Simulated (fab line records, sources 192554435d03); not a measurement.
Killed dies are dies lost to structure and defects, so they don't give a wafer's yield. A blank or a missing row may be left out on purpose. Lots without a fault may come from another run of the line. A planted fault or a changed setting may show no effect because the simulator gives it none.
fab line records | flow n5_finfet
record lots=12 wafers=34 last_day=17
route steps=1938 shown DUMMY_GATE@251 SD_EPI_N@272
lots that met no fault: from a run of the same line without faults
start_h: hours from the record's first day to the start of the lot's first wafer shown | wait_h: hours since the lot's step before | " the same as in the row above | L1.1+2: a row that stands for several wafers | - no value, or no start given | * or withheld: withheld | < > ~ a bound
route shown NAME@n: a module of which the file shows steps, and the number in the route of the first | usual: mean/standard deviation of fault-free wafers | same: alike in all rows | chamber/n: place in a boat | sites: the reading at each site | _std_site: their standard deviation | _edge_site: outer sites' mean less inner sites' | radius_mm: how far each site lies from the wafer's centre | mask NAME#n: copy n | behind: the tool/chamber that last shaped the wafer | hold: why the lot was held/for how many hours/how that ended | device: the transistor (n, p or np) that didn't switch | end of line: the same wafers' tests at the end of the route | a step without rows: its recipe alone | killed: dies lost to structure and defects at the first sort, not the wafer's yield | map: a wafer's dies, x killed, . not, _ none there
set.NAME: the setting as run; set.NAME@STEP: as run at that earlier step | model.NAME: the simulator's own value behind a step, which no gauge read
steps of the route over a sample of lots; a table a step, a row a wafer
services: from which hour (start_h, from the record's first day; less than 0 if before it) a tool's chamber was out of use, for how many hours, and why
## steps
# step N5_DUMMY_GATE_STRIP_48
# recipe chemistry=N2/H2 time_s=20 power_w=100 temp_c=40 pressure_mtorr=100 rf_frequency_hz=6e+07 bias_power_w=3 n2_flow_sccm=300 h2_flow_sccm=300
# usual drypump_motor_current_A=5.88/0.26 oes_product_au=0.77/0.07 rf_vpp_V=45.3/0.85 showerhead_plenum_p_Torr=3.39/0.1 throttle_valve_pct=12.20/0.25
# columns lot.wafer tool chamber start_h wait_h drypump_motor_current_A oes_product_au rf_hours_counter_h rf_vpp_V showerhead_plenum_p_Torr throttle_valve_pct
L283.3 rie_diel-02 2 47.60 0.0 5.96 0.78 121 46.4 3.40 12.07
L283.4 " 2 " " 5.98 0.77 - 44.8 3.40 12.06
L283.5 " 0 " " 5.49 0.71 - 45.3 3.31 12.35
L284.2 rie_diel-03 2 52.98 0.0 6.07 0.84 50 44.8 3.44 12.13
L284.4 " 0 " " 5.75 0.79 129 46.7 3.24 12.11
L284.6 " 3 " " 5.88 0.73 - 46.3 3.50 12.15
L285.2 rie_diel-06 1 64.09 0.0 6.47 0.95 21 45.1 3.42 11.64
L285.5 " 3 " " 5.81 0.73 - 45.0 3.36 12.42
L285.6 " 1 " " 6.50 0.93 - 45.0 3.42 11.65
L286.1 rie_diel-02 1 64.65 0.0 5.98 0.89 23 45.9 3.57 11.72
L286.2 " 2 " " 5.96 0.78 126 43.7 3.40 12.09
L286.5 " 1 " " 5.99 0.89 - 45.3 3.57 11.72
L287.1 rie_diel-02 1 71.77 0.0 6.01 0.89 25 45.4 3.57 11.73
L287.2 " 2 " " 5.97 0.78 127 45.0 3.40 12.09
L287.6 " 1 " " 5.97 0.90 - 46.7 3.57 11.72
L288.4 rie_diel-03 3 77.44 0.0 5.81 0.73 195 47.1 3.50 12.18
L288.5 " 1 " " 5.48 0.72 - 44.2 3.36 12.47
L289.1 rie_diel-02 1 82.43 0.0 6.00 0.89 29 43.8 3.57 11.74
L289.3 " 2 " " 5.98 0.76 131 45.2 3.39 12.09
L289.5 " 3 " " 6.17 0.68 - 46.1 3.36 12.54
L294.1 rie_diel-06 1 112.63 0.0 6.52 0.89 35 45.3 3.41 11.68
L294.6 " 3 " " 5.77 0.71 - 46.3 3.35 12.46
L295.1 rie_diel-02 1 123.23 0.0 5.98 0.86 42 45.4 3.56 11.79
L295.2 " 2 " " 5.93 0.76 145 44.8 3.39 12.14
L295.5 " 2 " " 5.97 0.75 - 45.1 3.39 12.12
L297.1 rie_diel-02 2 131.14 0.0 5.96 0.76 147 45.4 3.38 12.14
L297.3 " 3 " " 6.17 0.68 251 45.3 3.35 12.55
L297.6 " 2 " " 5.97 0.75 - 46.1 3.38 12.14
L299.2 rie_diel-03 1 144.04 0.0 5.53 0.71 195 45.8 3.35 12.53
L299.5 " 1 " " 5.49 0.70 - 44.2 3.35 12.55
L299.6 " 2 " " 6.06 0.83 - 45.3 3.43 12.22
L306.1 rie_diel-03 0 184.89 0.0 5.69 0.76 167 45.4 3.22 12.19
L306.2 " 1 " " 5.49 0.70 206 43.9 3.34 12.57
L306.6 " 3 " " 5.85 0.71 - 45.2 3.48 12.25
# step N5_SD_EPI_N_INSPECT_11
# recipe mode=adi inspect_instrument=macro
# usual raw_defect_count=1.9/1.5
# columns lot.wafer tool chamber start_h wait_h raw_defect_count
L283.3 defect_inspect-01 - 48.90 0.0 2
L283.4 " - " " 2
L283.5 " - " " 1
L284.2 defect_inspect-01 - 54.22 0.0 1
L284.4 " - " " 3
L284.6 " - " " 0
L285.2 defect_inspect-01 - 65.24 0.0 1
L285.5 " - " " 7
L285.6 " - " " 1
L286.1 defect_inspect-02 - 65.78 0.0 1
L286.2 " - " " 1
L286.5 " - " " 1
L287.1 defect_inspect-01 - 72.97 0.0 3
L287.2 " - " " 2
L287.6 " - " " 1
L288.4 defect_inspect-01 - 78.64 0.0 0
L288.5 " - " " 3
L289.1 defect_inspect-01 - 83.68 0.0 1
L289.3 " - " " 2
L289.5 " - " " 4
L294.1 defect_inspect-01 - 113.75 0.0 3
L294.6 " - " " 3
L295.1 defect_inspect-02 - 124.89 0.0 1
L295.2 " - " " 0
L295.5 " - " " 2
L297.1 defect_inspect-01 - 132.39 0.0 3
L297.3 " - " " 2
L297.6 " - " " 1
L299.2 defect_inspect-02 - 145.34 0.0 2
L299.5 " - " " 2
L299.6 " - " " 3
L306.1 defect_inspect-01 - 186.35 0.0 2
L306.2 " - " " 1
L306.6 " - " " 1
# step N5_SD_EPI_N_EPI_21
# recipe material=Si:P dopant=P temp_c=680 pressure_torr=255 time_s=690
# usual susceptor_temp_C=680.0/0.31 susceptor_temp_C_max=681.4/0.4
# columns lot.wafer tool chamber start_h wait_h susceptor_temp_C susceptor_temp_C_max
L283.3 epi_rpcvd-01 0 51.61 0.9 680.4 681.6
L283.4 " 0 " " 679.9 681.6
L283.5 " 0 " " 679.6 681.5
L284.2 epi_rpcvd-01 0 56.63 0.5 680.0 681.3
L284.4 " 0 " " 680.2 681.6
L284.6 " 0 " " 680.5 682.3
L285.2 epi_rpcvd-04 0 67.23 0.4 679.9 681.2
L285.5 " 0 " " 679.8 681.7
L285.6 " 0 " " 679.9 681.3
L286.1 epi_rpcvd-01 0 67.63 0.1 679.2 680.4
L286.2 " 0 " " 679.6 680.8
L286.5 " 0 " " 679.6 681.1
L287.1 epi_rpcvd-02 0 74.78 0.1 680.2 681.5
L287.2 " 0 " " 679.7 680.9
L287.6 " 0 76.18 1.4 680.1 681.4
L288.4 epi_rpcvd-02 0 81.19 0.9 680.2 681.4
L288.5 " 0 " " 680.6 682.0
L289.1 epi_rpcvd-04 0 85.38 0.1 680.1 681.6
L289.3 " 0 " " 680.6 682.4
L289.5 " 0 " " 679.8 681.1
L294.1 epi_rpcvd-02 0 115.87 0.1 679.7 681.1
L294.6 " 0 117.27 1.4 680.0 681.0
L295.1 epi_rpcvd-01 0 127.50 0.1 681.8 683.2
L295.2 " 0 " " 681.7 683.4
L295.5 " 0 " " 682.0 683.4
L297.1 epi_rpcvd-01 0 134.19 0.1 682.0 683.4
L297.3 " 0 " " 681.7 683.1
L297.6 " 0 " " 682.0 683.3
L299.2 epi_rpcvd-02 0 147.42 0.4 680.3 681.7
L299.5 " 0 " " 680.3 681.5
L299.6 " 0 " " 679.5 680.9
L306.1 epi_rpcvd-02 0 188.09 0.1 679.8 680.8
L306.2 " 0 " " 679.9 681.0
L306.6 " 0 189.49 1.4 679.5 680.7
# step N5_SD_EPI_N_LINER_46
# recipe material=SiNx target_thk_a=30 temp_c=400 ald_precursor_family=SiH2I2 ald_co_reactant=N2/H2-plasma pressure_torr=2
# usual heater_power_outer_w=490/50 heater_power_w=804/81
# columns lot.wafer tool chamber start_h wait_h heater_power_outer_w heater_power_w
L283.3 ald_sin-01 3 53.45 0.1 426 723
L283.4 " 2 " " 524 895
L283.5 " 2 " " 525 910
L284.2 ald_sin-01 2 58.84 0.1 514 923
L284.4 " 3 " " 412 748
L284.6 " 1 " " 486 735
L285.2 ald_sin-02 2 68.97 0.1 493 861
L285.5 " 0 " " 434 735
L285.6 " 3 " " 467 698
L286.1 ald_sin-02 3 69.81 0.3 461 702
L286.2 " 0 " " 438 723
L286.5 " 3 " " 457 702
L287.1 ald_sin-04 3 76.81 0.2 502 799
L287.2 " 1 " " 501 749
L287.6 " 2 " " 576 894
L288.4 ald_sin-02 0 82.37 0.1 443 705
L288.5 " 2 " " 476 854
L289.1 ald_sin-01 2 87.43 0.2 533 916
L289.3 " 3 " " 412 719
L289.5 " 3 " " 412 757
L294.1 ald_sin-01 0 117.89 0.2 600 932
L294.6 " 2 " " 522 925
L295.1 ald_sin-01 2 129.52 0.2 526 912
L295.2 " 0 " " 617 918
L295.5 " 0 " " 610 948
L297.1 ald_sin-01 2 136.21 0.2 540 914
L297.3 " 3 " " 413 725
L297.6 " 3 " " 423 742
L299.2 ald_sin-04 1 149.18 0.1 493 758
L299.5 " 0 " " 501 795
L299.6 " 3 " " 503 797
L306.1 ald_sin-02 2 190.31 0.4 496 851
L306.2 " 3 " " 473 705
L306.6 " 0 " " 438 746
## services
# columns tool chamber start_h hours kind
rie_diel-02 3 44.06 5.9 repair
rie_diel-03 0 47.69 2.1 repair
rie_diel-06 2 58.47 8.6 repair
ald_sin-02 1 69.29 7.8 repair
epi_rpcvd-02 - 77.21 1.2 repair
ald_sin-01 0 80.20 20.4 repair
rie_diel-02 0 84.26 23.0 repair
ald_sin-04 - 85.70 14.0 pm
ald_sin-04 0 85.70 14.0 vent_cycle
rie_diel-02 0 119.54 - clean
rie_diel-02 0 119.54 - consumable_replace:focus_ring
rie_diel-02 0 119.54 13.2 scheduled_down
rie_diel-02 0 119.54 13.2 vent_cycle
ald_sin-01 1 129.96 14.0 repair
rie_diel-02 3 133.06 - clean
rie_diel-02 3 133.06 - consumable_replace:focus_ring
rie_diel-02 3 133.06 21.0 scheduled_down
rie_diel-02 3 133.06 21.0 vent_cycle
ald_sin-02 1 152.20 10.6 repair
ald_sin-01 - 176.92 14.0 pm
ald_sin-01 0 176.92 14.0 vent_cycle
ald_sin-01 1 176.92 14.0 vent_cycle
ald_sin-01 2 176.92 14.0 vent_cycle
ald_sin-01 3 176.92 14.0 vent_cycle
## key
first_sign step=N5_SD_EPI_N_EPI_21 reading=susceptor_temp_C direction=up sigmas=6.1 usual=* struck=*
effect step=N5_SD_EPI_N_EPI_21 reading=susceptor_temp_C_max direction=up sigmas=4.9 usual=* struck=*
met_at N5_SD_EPI_N_EPI_21
struck_lots L295,L297
tester_left_out L295,L297
not_acting_at N5_DUMMY_GATE_STRIP_48,N5_SD_EPI_N_INSPECT_11,N5_SD_EPI_N_LINER_46
onset_between 67.63 127.50
fault kind=process_parameter_drift tool=epi_rpcvd-01 chamber=- onset_h=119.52 steps=N5_SD_EPI_N_EPI_21 channel=temp_c offset=* shape=step end_h=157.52 acts_in=* stated=*
# tester_left_out: of these lots the tester's yield and bins aren't shown, on N5 and GAA mostly nor the transistor test; their killed dies are dies lost to structure and defects alone, not to doping, threshold or leakage, so they don't give the yield
